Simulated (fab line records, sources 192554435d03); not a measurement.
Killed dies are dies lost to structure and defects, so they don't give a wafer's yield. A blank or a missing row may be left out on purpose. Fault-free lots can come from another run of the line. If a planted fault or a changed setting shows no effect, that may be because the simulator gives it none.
Problem report in the 8D (eight disciplines) form, filled by code / flow n5Finfet / the parts of the form that need people (team, actions taken, sign-off) are left out

1. THE PROBLEM
Wafers without a fault read 3.0002, standard deviation 0.00087; beamEnergyKeV at N5_MOL_CONTACT_COAG_IMPLANT_129 reads a mean of 6.6536 on 6 wafers belonging to 2 lots. That is +99 or more standard deviations from the usual mean.
Earliest sighting: wafer L779.1 on implanter-01 at day 8 10:28. The record holds 32 wafers of 11 lots with a number at this step. Rule for "out", or "out of limits": more than 4 standard deviations from the usual mean. Any other wafer with a number is counted as sound.

2. WHAT IT IS; WHAT IT IS NOT
question=which readings at this step | is=beamEnergyKeV, endStationPressureTorr | is not=rotationDeg
question=which lots | is=L779, L781 | is not=L766, L767, L768, L771, L774, L775, L777, L778, L780
question=which wafers of those lots | is=all that have a number | is not=-
question=read on which tools | is=implanter-01 | is not=implanter-02
question=when | is=from day 8 10:28 | is not=up to then (23 sound wafers); but 3 sound wafers of L780 came after

3. SUSPECTS, AND WHAT RULES EACH OUT
Counting: a tool at a process step up to the reading stays a suspect if it ran every lot that is out and no sound lot after the first of them.
- implanter-01 at N5_MOL_CONTACT_COAG_IMPLANT_129: kept. All lots that are out passed through it, beginning with L779 at day 8 10:28, and no sound lot followed; its final sound lot before that point was L778 at day 8 07:47. Its own beamEnergyKeV, endStationPressureTorr readings are out on those wafers.
After counting, what remains is implanter-01 at N5_MOL_CONTACT_COAG_IMPLANT_129.

4. THE CAUSE (what the simulator had put in)
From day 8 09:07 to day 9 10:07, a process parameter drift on implanter-01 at N5_MOL_CONTACT_COAG_IMPLANT_129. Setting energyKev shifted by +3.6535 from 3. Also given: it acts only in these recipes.
This tool alone remained once counting was done.

5. THE EFFECT CHAIN, in route order
One row per reading whose mean, taken over the struck wafers that have a number, lies over 3 standard deviations from the usual. Scope: only readings with a usual standard deviation given in the record; hours: median across lots of the time from each lot's start at the first step in this table that gives one to its start at this step; sigmas: change in usual standard deviations.
hours=0; step=N5_MOL_CONTACT_COAG_IMPLANT_129; reading=beamEnergyKeV; usual=3.0002; on struck wafers=6.6536; change=+3.6534; sigmas=+99 or more
hours=0; step=N5_MOL_CONTACT_COAG_IMPLANT_129; reading=endStationPressureTorr; usual=5.96e-06 Torr; on struck wafers=1.08e-05; change=+4.83e-06; sigmas=+17
Its process steps:
- N5_MOL_CONTACT_COAG_IMPLANT_129
At these later measuring or inspecting steps, every struck wafer for which the step has a row has a number for every such reading, and none has moved that far: N5_BEOL_M4_RC_MEAS_101.

6. HOW IT WOULD HAVE BEEN CAUGHT EARLIER
In this record the first reading out of limits was taken at day 8 10:28, 1 hour after the fault began at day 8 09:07.
